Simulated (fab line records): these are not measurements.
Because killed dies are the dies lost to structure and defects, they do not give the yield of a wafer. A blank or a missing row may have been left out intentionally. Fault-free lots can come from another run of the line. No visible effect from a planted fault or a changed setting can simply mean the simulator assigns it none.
A lot that was struck, set against a sound lot :: flow nand-harc :: 28 steps out of a route of 1159
Sound: the wafers L479.4, L479.5, L479.6. The struck wafers were L469.2, L469.3, L469.4. The cause is given at the end.
Per side, at each step with rows, come the tool, then ch with its chambers, and then its first start. Under that, the readings that differ: sound wafers :: struck wafers :: difference of the means :: sigmas: that difference in standard deviations of wafers without a fault.
alike: same words and numbers on both sides, and readings whose means sit less than 2 such deviations apart. not compared: any withheld reading, any reading some wafer has no value for, any bound like >300 that may hide the same value, and any number with overlapping values for which the record gives no deviation.
Wherever a step has rows on one side only, a row that says differs or no value, or a row with sigmas, the two part there. Numbers that have no deviation but don't overlap get no sigmas and don't part them. Lack of a reading on every wafer of one side parts them only where that side has two or more wafers.

first, 6 steps without rows for these wafers: NHARC_A_ONON_D1_DEP_06 (target thk 1000 nm); NHARC_A_ONON_D1_DEP_09 (target thk 1000 nm); NHARC_A_ONON_D1_DEP_12 (target thk 1000 nm); NHARC_A_ONON_D1_ANNEAL_15 (time 3600 s); NHARC_A_ONON_D1_DEP_16 (target thk 1000 nm); NHARC_A_ONON_D1_DEP_19 (target thk 1000 nm).
NHARC_A_ONON_D1_DEP_22: target thk 1000 nm.
  sound on pecvd-onon-04 ch 0, day 13 01:17; struck on pecvd-onon-01 ch 0, day 11 03:00
  alike: sih4-flow-sccm
then, 20 steps without rows for these wafers: NHARC_A_ONON_D1_DEP_25 (target thk 1000 nm); NHARC_A_ONON_D1_DEP_28 (target thk 1000 nm); NHARC_A_ONON_D1_DEP_33 (deposits SiO2, target thk 200 nm); NHARC_A_CHANNEL_HOLE_D1_DEP_00 (deposits aC, target thk 3100 nm); NHARC_A_CHANNEL_HOLE_D1_DEP_01 (deposits SiON, target thk 140 nm); NHARC_A_CHANNEL_HOLE_D1_DEHYDRATE_02 (time 120 s); NHARC_A_CHANNEL_HOLE_D1_HMDS_03 (time 30 s); NHARC_A_CHANNEL_HOLE_D1_COAT_36 (time 75 s); NHARC_A_CHANNEL_HOLE_D1_COAT_37 (time 65 s); NHARC_A_CHANNEL_HOLE_D1_COAT_04 (resist thk 90 nm); NHARC_A_CHANNEL_HOLE_D1_SOFTBAKE_05 (time 55 s); NHARC_A_CHANNEL_HOLE_D1_EBR_06; NHARC_A_CHANNEL_HOLE_D1_EXPOSE_07 (exposes mask HOLE D1, target cd 100 nm); NHARC_A_CHANNEL_HOLE_D1_PEB_08 (peb time 65 s); NHARC_A_CHANNEL_HOLE_D1_DEVELOP_09 (develop time 35 s); NHARC_A_CHANNEL_HOLE_D1_DESCUM_15 (chemistry O2, time 3 s); NHARC_A_CHANNEL_HOLE_D1_ETCH_38 (etches the open film in CF4, target depth 39 nm, time 65 s); NHARC_A_CHANNEL_HOLE_D1_ETCH_39 (etches the open film in N2/H2, target depth 260 nm, time 325 s); NHARC_A_CHANNEL_HOLE_D1_ETCH_34 (etches the open film in CF4/CHF3, target depth 154 nm, time 77 s); NHARC_A_CHANNEL_HOLE_D1_ETCH_16 (etches the open film in O2/COS, target depth 3100 nm, time 806 s).
-- the record jumps here: 12 days lie between the struck wafers' starts before and after (it left off in module A_CHANNEL_HOLE_D1 and takes up again in module END, whose first step shown is number 1159 of the route) --
NHARC_END_SORT_01:
  at this point the record logs the struck wafers (prober-01 ch 0, day 23 02:35) and has no rows for the sound ones

== WHERE THEY PART ==
At NHARC_END_SORT_01 and nowhere else, as far as this record goes.

WHY: whatever the simulator had introduced
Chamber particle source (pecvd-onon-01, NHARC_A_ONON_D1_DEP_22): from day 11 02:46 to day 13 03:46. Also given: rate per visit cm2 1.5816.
